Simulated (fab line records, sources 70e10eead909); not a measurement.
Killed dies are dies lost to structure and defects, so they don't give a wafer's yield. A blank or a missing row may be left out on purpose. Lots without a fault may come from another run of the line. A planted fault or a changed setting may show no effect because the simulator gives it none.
One fault seen from 2 desks | flow nand_harc | each desk has only its own numbers; what lay behind them comes last

THE DEFECT DESK
What the inspections along the route counted, lot by lot: means of the sampled wafers that have a number. A lot is out of limits, marked OUT, if its mean lies more than 4 standard deviations from the usual mean; the brackets give that distance.
Columns: A = raw_defect_count at NHARC_THIN_TSV_INSPECT_40, usual 552
lot  | first seen here | A
L839 | day 24 15:23    | 583
L841 | day 25 02:26    | 666
L843 | day 25 02:27    | 489
L842 | day 25 13:11    | 684
L844 | day 26 21:24    | 561
L845 | day 26 21:24    | 663
L846 | day 27 02:26    | 555
L849 | day 28 09:48    | 479
L848 | day 28 09:49    | 498
L850 | day 29 06:23    | 622
L852 | day 29 17:53    | 495
L854 | day 30 08:45    | 488
L856 | day 32 19:32    | 581
This desk's finding: nothing out of limits on any of the 13 lots.

THE TOOL OWNER'S DESK: pvd_sputter-01
The tool's own readings at NHARC_P_M2_PVD_21 (deposits Cu, target thk 30 nm, time 20.49 s): means of the sampled wafers that have a number, for each lot that ran on this tool. A lot is out of limits, marked OUT, if its mean lies more than 4 standard deviations from the usual mean; the brackets give that distance.
Columns: A = throttle_valve_pct at NHARC_P_M2_PVD_21, usual 29.9 %
lot  | first seen here | A
L839 | day 6 09:20     | 30.1
L841 | day 7 06:20     | 30.3
L843 | day 8 05:30     | 30.0
L844 | day 8 17:34     | 30.2
L846 | day 9 07:40     | 30.0
L852 | day 12 01:13    | 30.4
L854 | day 12 16:23    | 30.0
L856 | day 13 09:56    | 30.4
This desk's finding: nothing out of limits on any of the 8 lots.

PUT TOGETHER
The defect desk saw nothing out of limits.
The tool owner's desk saw nothing out of limits.

WHAT THE SIMULATOR HAD PUT IN
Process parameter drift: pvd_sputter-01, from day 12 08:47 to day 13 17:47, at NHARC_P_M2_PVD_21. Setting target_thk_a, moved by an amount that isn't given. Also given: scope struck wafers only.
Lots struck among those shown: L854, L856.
